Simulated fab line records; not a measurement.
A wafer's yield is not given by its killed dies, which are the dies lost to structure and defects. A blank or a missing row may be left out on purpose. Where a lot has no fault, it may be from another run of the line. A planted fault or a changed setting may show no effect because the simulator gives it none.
Chamber matching + flow nandHarc + rieDiel-12 running NHARC_A_CHANNEL_HOLE_D1_DESCUM_15: 4 sister chambers
The step chemistry O2, time 3 s. 4 wafers are shown with their chamber, then 9 later ones without.

WAFERS, EACH WITH ITS CHAMBER
| wafer  | chamber | showerheadPlenumPTorr (Torr) |
|--------|---------|------------------------------|
| L078.4 | 1       | 1.81                         |
| L089.2 | 3       | 1.87                         |
| L089.3 | 2       | 2.03                         |
| L089.6 | 0       | 1.94                         |

WAFERS MISSING THEIR CHAMBER
| wafer  | showerheadPlenumPTorr (Torr) |
|--------|------------------------------|
| L092.2 | 1.94                         |
| L092.5 | 1.87                         |
| L092.6 | 1.94                         |
| L094.1 | 1.81                         |
| L094.5 | 1.87                         |
| L094.6 | 1.94                         |
| L097.3 | 2.03                         |
| L097.4 | 1.94                         |
| L097.6 | 2.02                         |

THE CHAMBER EACH PASSED THROUGH
| wafer  | from the rows above | in truth |
|--------|---------------------|----------|
| L092.2 | 0                   | 0        |
| L092.5 | 3                   | 3        |
| L092.6 | 0                   | 0        |
| L094.1 | 1                   | 1        |
| L094.5 | 3                   | 3        |
| L094.6 | 0                   | 0        |
| L097.3 | 2                   | 2        |
| L097.4 | 0                   | 0        |
| L097.6 | 2                   | 2        |
Correct placement for 9 of the 9. Left unplaced by these rows: 0. Wrongly placed: 0.
How it was worked out, from the rows above alone: a wafer's distance from a chamber is the root of the sum, over the readings, of the square of ((its reading less the chamber's mean) divided by the reading's scatter). If the next closest chamber is less than 2 further off than the closest, the wafer can't be placed; otherwise it belongs to the closest. A chamber's mean is the mean of its shown wafers. The scatter: with one shown wafer a chamber, the root of the mean of the squares of how far each hidden wafer lies from its nearest shown one.
